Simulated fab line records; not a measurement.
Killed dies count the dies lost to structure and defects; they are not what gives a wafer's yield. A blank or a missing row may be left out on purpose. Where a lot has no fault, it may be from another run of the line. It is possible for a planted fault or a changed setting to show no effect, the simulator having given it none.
fab line records -- flow n5_finfet
record lots=13, wafers=30, last_day=15
route steps=1938 shown HKMG_FIN@454 GATE_CUT@466 PASSIVATION@1936
lots that met no fault: taken from a fault-free run of the same line
start_h: hours from the record's first day to the start of the lot's first wafer shown -- wait_h: hours from the lot's prior step to this one -- " unchanged from the row above -- L1.1+2: several wafers, shown together as one row -- - no value, or no start was given -- * or withheld: withheld -- < > ~ a bound
route shown NAME@n: NAME is a module with steps in the file, n the number in the route of the first one -- usual: mean/standard deviation taken from wafers without a fault -- same: alike in all rows -- chamber/n: place in a boat -- sites: each site's reading -- _std_site: standard deviation across them -- _edge_site: the outer-site mean with the inner-site mean subtracted -- radius_mm: how far each site lies from the wafer's centre -- mask NAME#n: copy n -- behind: the tool/chamber that last shaped the wafer -- hold: cause of the lot's hold/its duration in hours/its outcome -- device: transistor that didn't switch, given as n, p or np -- end of line: tests of these same wafers at the route's end -- where a step has no rows: the recipe by itself -- killed: dies lost to structure and defects at the first sort, not the wafer's yield -- map: a wafer's dies, marking killed ones x, the rest . and places with no die _
set.NAME: the setting as run; set.NAME@STEP: as run at that earlier step -- model.NAME: the simulator's own value behind a step, which no gauge read
the route's steps for a sample of lots (tables are steps, rows are wafers)
services: the hour from which a tool's chamber was out of use, counted from the record's first day as start_h (under 0 if before that day), plus the number of hours and why
## steps
# step N5_HKMG_FIN_ETCHBACK_68
# recipe chemistry=Cl2/Ar, stop_on=HfO2, target_depth_a=5, pressure_mtorr=10, icp_w=600, bias_w=60, Cl2_flow_sccm=40, Ar_flow_sccm=60
# usual drypump_motor_current_A=5.84/0.25, oes_product_au=0.78/0.077, throttle_valve_pct=21.00/0.29
lot.wafer,tool,chamber,start_h,wait_h,drypump_motor_current_A,oes_product_au,rf_hours_counter_h,throttle_valve_pct
L537.4,rie_metal-03,0,83.59,0.1,5.79,0.82,-,20.91
L537.5,rie_metal-03,1,83.59,0.1,5.55,0.84,-,20.91
L537.6,rie_metal-03,0,83.59,0.1,5.78,0.84,-,20.89
L539.3,rie_metal-03,1,95.90,0.1,5.57,0.82,-,20.91
L539.6,rie_metal-03,0,95.90,0.1,5.78,0.82,-,20.90
L540.2,rie_metal-01,0,104.81,0.0,6.32,0.88,8,21.05
L540.3,rie_metal-01,1,104.81,0.0,6.00,0.77,-,20.76
L541.1,rie_metal-03,1,111.03,0.0,5.57,0.82,23,20.89
L541.2,rie_metal-03,0,111.03,0.0,5.80,0.81,17,20.91
L543.1,rie_metal-03,0,121.36,0.0,5.76,0.81,17,20.91
L543.6,rie_metal-03,1,121.36,0.0,5.57,0.81,-,20.91
L544.1,rie_metal-02,0,125.39,0.0,6.03,0.75,53,20.80
L544.3,rie_metal-02,1,125.39,0.0,5.67,0.60,-,21.72
L545.4,rie_metal-01,1,130.11,0.1,6.04,0.77,-,20.79
L545.5,rie_metal-01,0,130.11,0.1,6.30,0.87,-,21.07
L547.2,rie_metal-02,0,146.00,0.0,6.06,0.74,55,20.80
L547.5,rie_metal-02,0,146.00,0.0,6.04,0.75,-,20.78
L548.2,rie_metal-03,0,148.57,0.0,5.79,0.80,19,20.91
L548.3,rie_metal-03,1,148.57,0.0,5.56,0.80,-,20.91
L548.6,rie_metal-03,0,148.57,0.0,5.78,0.81,-,20.92
L549.5,rie_metal-03,1,155.98,0.1,5.59,0.80,-,20.91
L549.6,rie_metal-03,0,155.98,0.1,5.78,0.80,-,20.90
L550.1,rie_metal-01,0,161.72,0.0,6.32,0.86,14,21.08
L550.5,rie_metal-01,1,161.72,0.0,6.02,0.76,-,20.79
L552.1,rie_metal-03,1,175.66,0.0,5.58,0.80,28,20.90
L552.3,rie_metal-03,0,175.66,0.0,5.80,0.79,-,20.90
L552.5,rie_metal-03,1,175.66,0.0,5.58,0.80,-,20.93
L553.2,rie_metal-03,0,178.08,0.0,5.77,0.79,22,20.90
L553.5,rie_metal-03,0,178.08,0.0,5.77,0.79,-,20.90
L553.6,rie_metal-03,1,178.08,0.0,5.58,0.80,-,20.92
# step N5_GATE_CUT_ETCH_56
# recipe chemistry=Cl2/Ar, target=TiN, target_depth_a=216, pressure_mtorr=10, icp_w=600, bias_w=60, Cl2_flow_sccm=40, Ar_flow_sccm=60
# usual drypump_motor_current_A=5.88/0.25, mfc_cl2_sccm=40.00/0.11, oes_product_au=0.78/0.075, throttle_valve_pct=20.99/0.29
lot.wafer,tool,chamber,start_h,wait_h,drypump_motor_current_A,mfc_cl2_sccm,oes_product_au,rf_hours_counter_h,throttle_valve_pct
L537.4,rie_metal-01,0,85.50,0.1,6.31,39.95,0.90,-,21.04
L537.5,rie_metal-01,1,85.50,0.1,6.01,39.85,0.80,-,20.75
L537.6,rie_metal-01,0,85.50,0.1,6.30,40.03,0.90,-,21.04
L539.3,rie_metal-03,1,97.81,0.1,5.57,39.97,0.82,-,20.89
L539.6,rie_metal-03,0,97.81,0.1,5.80,39.79,0.82,-,20.89
L540.2,rie_metal-03,0,106.82,0.1,5.77,39.99,0.81,16,20.91
L540.3,rie_metal-03,0,106.82,0.1,5.78,40.05,0.81,-,20.90
L541.1,rie_metal-02,0,113.07,0.2,6.05,40.02,0.78,52,20.76
L541.2,rie_metal-02,0,113.07,0.2,6.00,40.12,0.78,-,20.76
L543.1,rie_metal-02,1,123.29,0.1,5.66,40.01,0.60,109,21.71
L543.6,rie_metal-02,1,123.29,0.1,5.67,39.96,0.60,-,21.70
L544.1,rie_metal-01,0,127.33,0.1,6.31,40.01,0.87,11,21.06
L544.3,rie_metal-01,1,127.33,0.1,6.03,40.02,0.78,-,20.76
L545.4,rie_metal-01,1,132.03,0.1,6.01,39.83,0.79,-,20.75
L545.5,rie_metal-01,0,132.03,0.1,6.32,40.15,0.87,-,21.06
L547.2,rie_metal-02,0,147.92,0.1,6.03,40.08,0.76,55,20.79
L547.5,rie_metal-02,1,147.92,0.1,5.66,39.74,0.60,-,21.72
L548.2,rie_metal-03,1,150.50,0.1,5.55,39.94,0.80,26,20.92
L548.3,rie_metal-03,1,150.50,0.1,5.59,39.91,0.80,-,20.93
L548.6,rie_metal-03,1,150.50,0.1,5.55,40.01,0.80,-,20.92
L549.5,rie_metal-02,0,157.88,0.1,6.03,39.89,0.76,-,20.78
L549.6,rie_metal-02,1,157.88,0.1,5.65,39.96,0.60,-,21.71
L550.1,rie_metal-01,0,163.66,0.1,6.32,39.89,0.86,14,21.05
L550.5,rie_metal-01,0,163.66,0.1,6.31,39.91,0.86,-,21.06
L552.1,rie_metal-02,1,177.58,0.1,5.65,43.41,0.60,114,22.17
L552.3,rie_metal-02,0,177.58,0.1,6.09,43.33,0.76,-,21.22
L552.5,rie_metal-02,1,177.58,0.1,5.64,43.59,0.59,-,22.18
L553.2,rie_metal-02,1,180.00,0.1,5.64,43.57,0.59,114,22.18
L553.5,rie_metal-02,1,180.00,0.1,5.66,43.54,0.59,-,22.17
L553.6,rie_metal-02,0,180.00,0.1,6.08,43.72,0.75,-,21.22
# step N5_GATE_CUT_ETCH_58
# recipe chemistry=CH3F/O2, target=SiNx, target_depth_a=170, time_s=128.6, ion_energy_ev=50, pressure_mtorr=30, source_w=415, bias_w=21, Ar_flow_sccm=150, CH3F_flow_sccm=30, O2_flow_sccm=20
# usual drypump_motor_current_A=5.5/0.52, oes_product_au=0.78/0.086, rf_vpp_V=99.2/0.98, showerhead_plenum_p_Torr=1.99/0.089, throttle_valve_pct=16.41/0.25
lot.wafer,tool,chamber,start_h,wait_h,drypump_motor_current_A,oes_product_au,rf_hours_counter_h,rf_vpp_V,showerhead_plenum_p_Torr,throttle_valve_pct
L537.4,rie_diel-06,0,85.68,0.1,6.2,0.74,192,99.4,1.90,16.70
L537.5,rie_diel-06,0,85.68,0.1,6.2,0.73,-,100.1,1.90,16.72
L537.6,rie_diel-06,1,85.68,0.1,5.4,0.85,-,100.9,2.13,16.18
L539.3,rie_diel-02,1,97.96,0.0,5.4,0.70,205,100.8,1.99,16.78
L539.6,rie_diel-02,1,97.96,0.0,5.4,0.71,-,99.1,1.99,16.77
L540.2,rie_diel-02,2,107.10,0.1,5.7,0.88,52,98.1,1.95,16.21
L540.3,rie_diel-02,1,107.10,0.1,5.5,0.70,207,100.4,1.99,16.77
L541.1,rie_diel-03,0,113.39,0.1,5.9,0.69,194,99.1,2.08,16.31
L541.2,rie_diel-03,1,113.39,0.1,5.0,0.93,7,100.3,2.13,15.96
L543.1,rie_diel-03,3,123.56,0.1,6.4,0.69,216,98.2,1.88,16.31
L543.6,rie_diel-03,2,123.56,0.1,5.2,0.89,-,97.5,1.96,16.33
L544.1,rie_diel-02,1,127.57,0.1,5.5,0.70,214,98.8,1.99,16.77
L544.3,rie_diel-02,2,127.57,0.1,5.6,0.87,58,99.0,1.94,16.23
L545.4,rie_diel-06,1,132.17,0.0,5.4,0.82,82,99.0,2.12,16.20
L545.5,rie_diel-06,1,132.17,0.0,5.4,0.83,-,98.5,2.12,16.22
L547.2,rie_diel-06,2,148.10,0.0,4.7,0.69,218,101.4,1.99,16.67
L547.5,rie_diel-06,3,148.10,0.0,4.7,0.84,-,100.0,2.00,16.25
L548.2,rie_diel-06,0,150.72,0.1,6.2,0.72,214,97.7,1.89,16.76
L548.3,rie_diel-06,3,150.72,0.1,4.8,0.85,83,100.2,2.00,16.25
L548.6,rie_diel-06,1,150.72,0.1,5.4,0.81,-,101.3,2.12,16.22
L549.5,rie_diel-03,0,158.04,0.1,5.9,0.69,-,99.8,2.07,16.35
L549.6,rie_diel-03,3,158.04,0.1,6.4,0.69,-,98.5,1.88,16.33
L550.1,rie_diel-03,2,163.83,0.0,5.3,0.86,38,99.1,1.95,16.36
L550.5,rie_diel-03,0,163.83,0.0,5.9,0.68,-,99.3,2.07,16.34
L552.1,rie_diel-03,3,177.76,0.0,6.5,0.69,231,98.3,1.88,16.34
L552.3,rie_diel-03,1,177.76,0.0,5.0,0.88,26,100.1,2.13,15.99
L552.5,rie_diel-03,1,177.76,0.0,5.0,0.89,-,97.9,2.13,15.99
L553.2,rie_diel-02,0,180.17,0.0,5.7,0.73,142,98.9,1.85,16.60
L553.5,rie_diel-02,2,180.17,0.0,5.7,0.84,-,99.0,1.94,16.25
L553.6,rie_diel-02,1,180.17,0.0,5.5,0.68,-,98.9,1.98,16.83
# step N5_GATE_CUT_SAC_CAP_01
# recipe material=SiNx, target_thk_a=240, temp_c=400, ald_precursor_family=SiH2I2, ald_co_reactant=N2/H2-plasma, pulse_time_s=1, ald_cycles=480, purge_time_s=2, co_reactant_purge_time_s=2, pressure_torr=2
# usual chamber_pressure_Torr=1.999/0.0049, heater_power_outer_w=492/34, heater_power_w=820/54, precursor_pulse_height_rel=1.003/0.02, susceptor_temp_C=399.99/0.21
# same ald_cycles=480, pulse_time_s=1
lot.wafer,tool,chamber,start_h,wait_h,chamber_pressure_Torr,heater_power_outer_w,heater_power_w,precursor_pulse_height_rel,since_wet_clean_h,susceptor_temp_C
L537.4,ald_sin-02,0,86.07,0.1,1.995,523,822,0.982,184,400.37
L537.5,ald_sin-02,2,87.16,1.2,1.999,490,853,1.027,-,400.13
L537.6,ald_sin-02,3,87.16,1.2,1.999,514,857,0.998,-,400.30
L539.3,ald_sin-02,0,98.50,0.3,1.999,508,833,1.010,197,400.19
L539.6,ald_sin-02,2,99.58,1.3,1.990,505,837,1.030,-,399.85
L540.2,ald_sin-02,3,107.42,0.0,1.995,505,850,1.003,206,399.92
L540.3,ald_sin-02,2,107.42,0.0,1.992,492,841,0.964,206,400.09
L541.1,ald_sin-01,2,113.71,0.0,1.992,472,812,0.991,106,400.02
L541.2,ald_sin-01,3,113.71,0.0,2.010,526,911,0.995,106,399.77
L543.1,ald_sin-04,1,123.88,0.0,2.000,484,812,1.008,25,400.02
L543.6,ald_sin-04,2,124.96,1.1,1.997,431,734,1.020,-,399.82
L544.1,ald_sin-04,2,127.89,0.0,2.001,431,771,0.989,29,399.94
L544.3,ald_sin-04,3,127.89,0.0,2.008,520,887,0.989,29,400.17
L545.4,ald_sin-01,3,132.49,0.0,1.994,547,915,1.013,125,400.26
L545.5,ald_sin-01,3,133.57,1.1,1.994,546,903,1.005,-,400.42
L547.2,ald_sin-04,1,148.42,0.0,2.002,486,790,0.995,49,399.77
L547.5,ald_sin-04,1,149.51,1.1,1.994,495,823,1.040,-,399.67
L548.2,ald_sin-04,3,151.05,0.0,2.006,523,919,0.981,52,400.26
L548.3,ald_sin-04,2,151.05,0.0,2.000,437,771,1.004,52,399.90
L548.6,ald_sin-04,2,152.13,1.1,2.003,423,768,1.032,-,399.68
L549.5,ald_sin-04,3,159.40,1.1,2.001,531,899,0.985,-,400.21
L549.6,ald_sin-04,2,159.40,1.1,1.999,442,759,1.021,-,400.08
L550.1,ald_sin-01,0,164.15,0.0,2.003,494,842,0.971,156,399.75
L550.5,ald_sin-01,1,165.23,1.1,2.003,450,708,1.015,-,400.01
L552.1,ald_sin-01,0,178.07,0.0,1.998,495,834,1.020,170,399.97
L552.3,ald_sin-01,1,178.07,0.0,1.995,453,702,1.003,170,399.90
L552.5,ald_sin-01,1,179.16,1.1,1.996,464,720,1.012,-,400.23
L553.2,ald_sin-01,3,180.49,0.0,1.992,533,915,0.996,173,400.17
L553.5,ald_sin-01,1,181.57,1.1,2.005,455,717,0.982,-,399.86
L553.6,ald_sin-01,2,181.57,1.1,1.996,488,833,1.006,-,399.87
# step N5_PASSIVATION_PROBE_49
# usual killed_at_M0_to_M3=32/9.3, killed_at_M4_up=14/4.9, killed_at_contacts=15/7.5, killed_at_front_end=40/11, killed_at_other=4/3.3, killed_dies=104/17, killed_on_rim=13/4.2, killed_open=68/14, killed_short=33/7.9
# same gross_dies=1180, killed_at_back_side=0
lot.wafer,tool,chamber,start_h,wait_h,killed_at_M0_to_M3,killed_at_M4_up,killed_at_contacts,killed_at_front_end,killed_at_other,killed_dies,killed_on_rim,killed_open,killed_short
L537.4,prober-01,-,272.95,0.2,18,25,20,26,7,96,10,67,29
L537.5,prober-01,-,273.00,0.2,34,16,13,27,1,91,11,64,27
L537.6,prober-01,-,273.05,0.3,26,11,7,27,1,72,7,54,17
L540.2,prober-02,-,285.11,0.1,37,12,7,54,5,115,13,67,45
L540.3,prober-02,-,285.16,0.1,41,12,23,45,3,124,18,84,33
L539.3,prober-02,-,287.91,0.1,48,9,34,17,2,110,15,69,41
L539.6,prober-02,-,288.06,0.3,29,13,14,36,2,94,12,57,37
L541.1,prober-01,-,297.45,0.0,22,14,18,32,0,86,4,60,24
L541.2,prober-01,-,297.50,0.1,44,18,27,55,0,144,16,104,38
L543.1,prober-01,-,304.47,0.0,25,20,5,30,7,87,8,50,27
L543.6,prober-01,-,304.72,0.3,15,27,10,15,6,73,12,49,22
L545.4,prober-02,-,312.30,0.2,36,15,13,49,8,121,12,67,52
L545.5,prober-02,-,312.35,0.2,32,14,26,46,13,131,14,82,41
L544.1,prober-01,-,316.52,0.0,26,11,3,42,6,88,9,48,37
L544.3,prober-01,-,316.62,0.1,32,9,17,23,4,85,11,47,36
L548.2,prober-01,-,324.11,0.1,28,12,9,50,3,102,14,58,40
L548.3,prober-01,-,324.16,0.1,22,10,11,39,1,83,11,61,20
L548.6,prober-01,-,324.31,0.3,35,16,7,44,1,103,11,64,31
L547.2,prober-02,-,324.91,0.1,34,22,14,27,5,102,11,56,44
L547.5,prober-02,-,325.06,0.2,34,12,25,46,7,124,14,79,38
L549.5,prober-02,-,346.26,0.2,36,18,20,40,4,118,14,81,36
L549.6,prober-02,-,346.31,0.3,54,9,26,36,10,135,27,92,36
L550.1,prober-01,-,356.32,0.0,39,7,5,33,5,89,13,54,31
L550.5,prober-01,-,356.52,0.2,32,14,9,30,0,85,9,52,31
L552.1,prober-02,-,363.25,0.0,29,15,19,53,4,120,17,64,43
L552.3,prober-02,-,363.35,0.1,19,22,8,36,4,89,14,60,27
L552.5,prober-02,-,363.45,0.2,28,12,34,61,5,140,25,90,42
L553.2,prober-01,-,365.91,0.1,31,9,16,31,11,98,15,64,25
L553.5,prober-01,-,366.06,0.2,25,13,14,44,59,155,69,64,33
L553.6,prober-01,-,366.11,0.3,32,15,20,52,2,121,11,83,37
# killed by level:class
L537.4 MOL_CONTACT_COAG:geometric_particle:open=18 BEOL_M4:geometric_particle:open=12 STI_FIN_REVEAL:geometric_particle:open=8 BEOL_M0_SAQP:geometric_particle:short=6 BEOL_M5:geometric_particle:open=6 BEOL_M0_SAQP:geometric_particle:open=4 STARTING-WAFER:geometric_particle:short=4 BEOL_M0:geometric_particle:open=3
L537.5 BEOL_M1:geometric_particle:open=10 MOL_CONTACT_COAG:geometric_particle:open=9 FIN_SAQP:geometric_particle:open=6 STI_FIN_REVEAL:geometric_particle:open=6 BEOL_M0:geometric_particle:open=6 BEOL_M0_SAQP:geometric_particle:open=5 BEOL_M4:geometric_particle:open=5 MOL_CONTACT_COAG:geometric_particle:short=4
L537.6 BEOL_M1:geometric_particle:open=10 STI_FIN_REVEAL:geometric_particle:open=9 MOL_CONTACT_COAG:geometric_particle:open=7 BEOL_M0_SAQP:geometric_particle:open=7 FIN_SAQP:geometric_particle:open=4 BEOL_M5:geometric_particle:open=4 STARTING-WAFER:geometric_particle:short=3 FIN_SAQP:geometric_particle:short=2
L540.2 FIN_SAQP:geometric_particle:short=13 FIN_SAQP:geometric_particle:open=12 BEOL_M0:geometric_particle:open=7 BEOL_M1:geometric_particle:open=7 STI_FIN_REVEAL:geometric_particle:open=6 MOL_CONTACT_COAG:geometric_particle:open=5 GATE_CUT:geometric_particle:open=4 BEOL_M0_SAQP:geometric_particle:open=4
L540.3 GATE_CUT:geometric_particle:short=12 MOL_CONTACT_COAG:geometric_particle:open=12 BEOL_M0:geometric_particle:open=12 BEOL_M1:geometric_particle:open=11 FIN_SAQP:geometric_particle:open=8 BEOL_M2:geometric_particle:open=8 BEOL_M3:geometric_particle:open=6 MOL_CONTACT_COAG:geometric_particle:short=6
L539.3 MOL_CONTACT_COAG:geometric_particle:open=29 BEOL_M0_SAQP:geometric_particle:open=16 BEOL_M0_SAQP:geometric_particle:short=15 MOL_CONTACT_COAG:geometric_particle:short=5 FIN_SAQP:geometric_particle:short=4 BEOL_M1:geometric_particle:short=4 BEOL_M2:geometric_particle:open=4 FIN_SAQP:geometric_particle:open=3
L539.6 MOL_CONTACT_COAG:geometric_particle:open=13 FIN_SAQP:geometric_particle:open=8 BEOL_M1:geometric_particle:short=8 GATE_CUT:geometric_particle:short=6 BEOL_M0_SAQP:geometric_particle:open=6 GATE_CUT:geometric_particle:open=5 BEOL_M2:geometric_particle:open=5 STARTING-WAFER:geometric_particle:short=5
L541.1 MOL_CONTACT_COAG:geometric_particle:open=16 BEOL_M0_SAQP:geometric_particle:open=7 FIN_SAQP:geometric_particle:open=7 STI_FIN_REVEAL:geometric_particle:open=7 BEOL_M4:geometric_particle:open=7 FIN_SAQP:geometric_particle:short=5 DUMMY_GATE:geometric_particle:open=4 GATE_CUT:geometric_particle:short=4
L541.2 MOL_CONTACT_COAG:geometric_particle:open=24 FIN_SAQP:geometric_particle:open=13 FIN_SAQP:geometric_particle:short=11 BEOL_M1:geometric_particle:open=11 BEOL_M0_SAQP:geometric_particle:open=10 STI_FIN_REVEAL:geometric_particle:open=9 BEOL_M3:geometric_particle:open=7 GATE_CUT:geometric_particle:open=6
L543.1 FIN_CUT:area_etch=8 BEOL_M4:geometric_particle:open=7 STI_FIN_REVEAL:geometric_particle:open=5 BEOL_M0_SAQP:geometric_particle:short=5 BEOL_M1:geometric_particle:open=5 BEOL_M2:geometric_particle:open=5 DUMMY_GATE:geometric_particle:open=4 BEOL_M1:geometric_particle:short=4
L543.6 BEOL_M4:geometric_particle:open=16 BEOL_M5:geometric_particle:open=6 MOL_CONTACT_COAG:geometric_particle:open=5 MOL_CONTACT_COAG:geometric_particle:short=5 BEOL_M4:geometric_particle:short=5 STI_FIN_REVEAL:geometric_particle:open=4 DUMMY_GATE:geometric_particle:open=4 BEOL_M0_SAQP:geometric_particle:short=4
L545.4 FIN_SAQP:geometric_particle:short=18 MOL_CONTACT_COAG:geometric_particle:open=9 BEOL_M3:geometric_particle:open=9 BEOL_M0_SAQP:geometric_particle:short=8 BEOL_M1:geometric_particle:open=7 FIN_SAQP:geometric_particle:open=6 DUMMY_GATE:geometric_particle:open=6 STI_FIN_REVEAL:geometric_particle:open=4
L545.5 MOL_CONTACT_COAG:geometric_particle:open=16 DUMMY_GATE:geometric_particle:open=11 FIN_SAQP:geometric_particle:open=8 FIN_SAQP:geometric_particle:short=7 BEOL_M0_SAQP:geometric_particle:short=7 MOL_CONTACT_COAG:area_etch=7 BEOL_M3:geometric_particle:open=6 BEOL_M0_SAQP:geometric_particle:open=6
L544.1 STI_FIN_REVEAL:geometric_particle:open=7 DUMMY_GATE:geometric_particle:open=7 BEOL_M0_SAQP:geometric_particle:open=7 FIN_SAQP:geometric_particle:short=6 GATE_CUT:geometric_particle:short=5 BEOL_M0_SAQP:geometric_particle:short=5 FIN_SAQP:geometric_particle:open=4 BEOL_M0:geometric_particle:short=4
L544.3 MOL_CONTACT_COAG:geometric_particle:short=9 MOL_CONTACT_COAG:geometric_particle:open=8 BEOL_M0_SAQP:geometric_particle:short=8 BEOL_M0_SAQP:geometric_particle:open=8 FIN_SAQP:geometric_particle:short=4 STI_FIN_REVEAL:geometric_particle:open=4 GATE_CUT:geometric_particle:short=4 BEOL_M1:geometric_particle:short=4
L548.2 FIN_SAQP:geometric_particle:short=19 BEOL_M0_SAQP:geometric_particle:open=11 MOL_CONTACT_COAG:geometric_particle:open=9 FIN_SAQP:geometric_particle:open=6 GATE_CUT:geometric_particle:short=6 BEOL_M1:geometric_particle:open=5 BEOL_M5:geometric_particle:open=5 STARTING-WAFER:geometric_particle:open=5
L548.3 FIN_SAQP:geometric_particle:open=13 FIN_SAQP:geometric_particle:short=10 MOL_CONTACT_COAG:geometric_particle:open=10 BEOL_M2:geometric_particle:open=8 BEOL_M3:geometric_particle:open=6 GATE_CUT:geometric_particle:open=5 BEOL_M1:geometric_particle:open=4 DUMMY_GATE:geometric_particle:open=3
L548.6 BEOL_M0_SAQP:geometric_particle:open=10 BEOL_M0_SAQP:geometric_particle:short=9 FIN_SAQP:geometric_particle:open=8 BEOL_M4:geometric_particle:open=8 HKMG_FIN:area_etch=7 DUMMY_GATE:geometric_particle:open=6 MOL_CONTACT_COAG:geometric_particle:open=6 BEOL_M2:geometric_particle:open=6
L547.2 BEOL_M0_SAQP:geometric_particle:short=11 BEOL_M4:geometric_particle:open=10 BEOL_M3:geometric_particle:open=8 MOL_CONTACT_COAG:geometric_particle:short=7 MOL_CONTACT_COAG:geometric_particle:open=7 FIN_SAQP:geometric_particle:open=5 FIN_SAQP:geometric_particle:short=5 BEOL_M0_SAQP:geometric_particle:open=5
L547.5 MOL_CONTACT_COAG:geometric_particle:open=23 FIN_SAQP:geometric_particle:open=12 FIN_SAQP:geometric_particle:short=12 BEOL_M0_SAQP:geometric_particle:open=6 BEOL_M3:geometric_particle:open=6 BEOL_M2:geometric_particle:open=6 BEOL_M1:geometric_particle:open=5 BEOL_M1:geometric_particle:short=5
L549.5 STI_FIN_REVEAL:geometric_particle:open=12 MOL_CONTACT_COAG:geometric_particle:open=11 BEOL_M2:geometric_particle:open=11 BEOL_M4:geometric_particle:open=9 MOL_CONTACT_COAG:geometric_particle:short=8 BEOL_M1:geometric_particle:open=8 GATE_CUT:geometric_particle:short=6 BEOL_M0_SAQP:geometric_particle:open=6
L549.6 MOL_CONTACT_COAG:geometric_particle:open=22 BEOL_M0_SAQP:geometric_particle:short=14 STI_FIN_REVEAL:geometric_particle:open=10 BEOL_M2:geometric_particle:open=9 BEOL_M3:geometric_particle:open=8 GATE_CUT:geometric_particle:open=7 BEOL_M0_SAQP:geometric_particle:open=7 BEOL_M1:geometric_particle:open=7
L550.1 BEOL_M1:geometric_particle:open=14 FIN_SAQP:geometric_particle:short=8 BEOL_M2:geometric_particle:open=6 DUMMY_GATE:geometric_particle:open=4 MOL_CONTACT_COAG:geometric_particle:open=4 BEOL_M0_SAQP:geometric_particle:open=4 BEOL_M3:geometric_particle:open=4 STARTING-WAFER:geometric_particle:short=4
L550.5 MOL_CONTACT_COAG:geometric_particle:open=8 BEOL_M0_SAQP:geometric_particle:short=8 BEOL_M1:geometric_particle:open=8 STI_FIN_REVEAL:geometric_particle:open=7 BEOL_M0_SAQP:geometric_particle:open=6 BEOL_M2:geometric_particle:open=6 FIN_SAQP:geometric_particle:short=5 BEOL_M5:geometric_particle:short=5
L552.1 MOL_CONTACT_COAG:geometric_particle:open=16 BEOL_M0_SAQP:geometric_particle:short=12 STI_FIN_REVEAL:geometric_particle:open=11 FIN_SAQP:geometric_particle:short=10 HKMG_FIN:area_etch=9 BEOL_M0_SAQP:geometric_particle:open=7 FIN_SAQP:geometric_particle:open=4 GATE_CUT:geometric_particle:open=4
L552.3 BEOL_M4:geometric_particle:open=13 FIN_SAQP:geometric_particle:open=9 BEOL_M0_SAQP:geometric_particle:open=8 MOL_CONTACT_COAG:geometric_particle:open=7 STI_FIN_REVEAL:geometric_particle:open=6 FIN_SAQP:geometric_particle:short=3 BEOL_M4:geometric_particle:short=3 MIM_TOP_ETCH:geometric_particle:short=3
L552.5 MOL_CONTACT_COAG:geometric_particle:open=27 FIN_SAQP:geometric_particle:short=11 FIN_SAQP:geometric_particle:open=11 BEOL_M3:geometric_particle:open=9 STI_FIN_REVEAL:geometric_particle:open=8 BEOL_M4:geometric_particle:open=8 MOL_CONTACT_COAG:geometric_particle:short=7 BEOL_M0_SAQP:geometric_particle:open=6
L553.2 MOL_CONTACT_COAG:geometric_particle:open=11 PASSIVATION:area_etch=9 BEOL_M3:geometric_particle:open=8 STI_FIN_REVEAL:geometric_particle:open=6 MOL_CONTACT_COAG:geometric_particle:short=5 BEOL_M0_SAQP:geometric_particle:open=5 BEOL_M1:geometric_particle:open=5 DUMMY_GATE:geometric_particle:open=4
L553.5 PASSIVATION:area_etch=57 STI_FIN_REVEAL:geometric_particle:open=13 MOL_CONTACT_COAG:geometric_particle:open=11 BEOL_M0_SAQP:geometric_particle:open=9 BEOL_M4:geometric_particle:open=9 BEOL_M0_SAQP:geometric_particle:short=8 GATE_CUT:geometric_particle:short=7 DUMMY_GATE:geometric_particle:open=6
L553.6 MOL_CONTACT_COAG:geometric_particle:open=15 STI_FIN_REVEAL:geometric_particle:open=14 BEOL_M3:geometric_particle:open=11 FIN_SAQP:geometric_particle:open=8 BEOL_M0_SAQP:geometric_particle:open=7 GATE_CUT:geometric_particle:short=6 DUMMY_GATE:geometric_particle:open=6 BEOL_M0_SAQP:geometric_particle:short=6
## services
tool,chamber,start_h,hours,kind
rie_diel-03,1,68.41,-,clean
rie_diel-03,1,68.41,-,consumable_replace:focus_ring
rie_diel-03,1,68.41,-,consumable_replace:showerhead
rie_diel-03,1,68.41,23.2,scheduled_down
rie_diel-03,1,68.41,23.2,vent_cycle
rie_diel-06,1,70.09,4.3,repair
ald_sin-02,2,70.99,11.1,repair
rie_metal-03,1,72.18,1.8,repair
rie_metal-01,-,76.78,1.8,repair
ald_sin-04,-,85.53,14.0,pm
ald_sin-04,0,85.53,14.0,vent_cycle
ald_sin-04,1,85.53,14.0,vent_cycle
ald_sin-04,2,85.53,14.0,vent_cycle
ald_sin-04,3,85.53,14.0,vent_cycle
rie_diel-06,-,98.98,0.4,repair
ald_sin-04,0,99.53,-,clean
ald_sin-04,1,99.53,-,clean
ald_sin-04,2,99.53,-,clean
ald_sin-04,3,99.53,-,clean
rie_metal-02,1,99.95,16.6,repair
ald_sin-02,-,102.55,2.8,pm
rie_diel-03,0,115.96,8.9,repair
rie_metal-03,-,125.06,2.8,pm
rie_diel-06,0,163.38,9.6,repair
## key
first_sign step=N5_GATE_CUT_ETCH_56, reading=mfc_cl2_sccm, direction=up, sigmas=32, usual=40.00, struck=43.53
effect none on later readings
met_at N5_GATE_CUT_ETCH_56
struck_lots L552,L553
tester_left_out L552,L553
baseline_loss step=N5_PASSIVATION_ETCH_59, wafers=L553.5
not_acting_at N5_HKMG_FIN_ETCHBACK_68,N5_GATE_CUT_ETCH_58,N5_GATE_CUT_SAC_CAP_01
onset_between 157.88 177.58
fault kind=process_parameter_drift, tool=rie_metal-02, chamber=-, onset_h=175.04, steps=N5_GATE_CUT_ETCH_56, channel=Cl2_flow_sccm, offset=3.5221, shape=step, end_h=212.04, acts_in=these_recipes_only, stated=40
# tester_left_out: of these lots the tester's yield and bins aren't shown, on N5 and GAA mostly nor the transistor test; their killed dies are dies lost to structure and defects alone, not to doping, threshold or leakage, so they don't give the yield
# baseline_loss: these wafers lose ten dies or more at that step, a loss of the line's own and not of a fault; the sort's usual values leave them out
